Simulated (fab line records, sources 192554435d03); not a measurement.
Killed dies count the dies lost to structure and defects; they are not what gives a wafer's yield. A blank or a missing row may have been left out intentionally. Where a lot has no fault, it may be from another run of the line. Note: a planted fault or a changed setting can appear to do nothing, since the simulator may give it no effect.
Matching of chambers || flow n5-finfet || N5_BEOL_M11_STRIP_19 on rie-diel-06 has 4 sister chambers
The step strips in O2. 4 wafers are shown with their chamber, then 9 later ones without.

WAFERS WITH THEIR CHAMBER
{"wafer": "L074.1", "chamber": 2, "showerhead-plenum-p-Torr (Torr)": 2.18}
{"wafer": "L087.3", "chamber": 1, "showerhead-plenum-p-Torr (Torr)": 2.18}
{"wafer": "L087.5", "chamber": 0, "showerhead-plenum-p-Torr (Torr)": 2.03}
{"wafer": "L087.6", "chamber": 3, "showerhead-plenum-p-Torr (Torr)": 2.03}

WAFERS WITH NO CHAMBER GIVEN
{"wafer": "L090.1", "showerhead-plenum-p-Torr (Torr)": 2.03}
{"wafer": "L090.4", "showerhead-plenum-p-Torr (Torr)": 2.03}
{"wafer": "L090.6", "showerhead-plenum-p-Torr (Torr)": 2.03}
{"wafer": "L092.2", "showerhead-plenum-p-Torr (Torr)": 2.18}
{"wafer": "L092.4", "showerhead-plenum-p-Torr (Torr)": 2.18}
{"wafer": "L092.5", "showerhead-plenum-p-Torr (Torr)": 2.02}
{"wafer": "L095.2", "showerhead-plenum-p-Torr (Torr)": 2.02}
{"wafer": "L095.5", "showerhead-plenum-p-Torr (Torr)": 2.02}
{"wafer": "L095.6", "showerhead-plenum-p-Torr (Torr)": 2.17}

WHICH CHAMBER EACH WENT THROUGH
{"wafer": "L090.1", "from the rows above": "can't be placed: 0 or 3", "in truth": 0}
{"wafer": "L090.4", "from the rows above": "can't be placed: 0 or 3", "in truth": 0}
{"wafer": "L090.6", "from the rows above": "can't be placed: 0 or 3", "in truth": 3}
{"wafer": "L092.2", "from the rows above": "can't be placed: 1 or 2", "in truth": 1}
{"wafer": "L092.4", "from the rows above": "can't be placed: 1 or 2", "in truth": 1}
{"wafer": "L092.5", "from the rows above": "can't be placed: 0 or 3", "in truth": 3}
{"wafer": "L095.2", "from the rows above": "can't be placed: 0 or 3", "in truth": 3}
{"wafer": "L095.5", "from the rows above": "can't be placed: 0 or 3", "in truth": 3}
{"wafer": "L095.6", "from the rows above": "can't be placed: 1 or 2", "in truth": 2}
Correct placement for 0 of the 9. These rows do not allow placing 9 (true chamber among the candidates in 9). Placed wrongly: 0.
How it was worked out, from the rows above alone: a wafer's distance from a chamber is the root of the sum, over the readings, of the square of ((its reading less the chamber's mean) divided by the reading's scatter). The wafer belongs to the nearest chamber; if the next one is less than 2 further off, it can't be placed. A chamber's mean is the mean of its shown wafers. The scatter: with one shown wafer a chamber, the root of the mean of the squares of how far each hidden wafer lies from its nearest shown one.
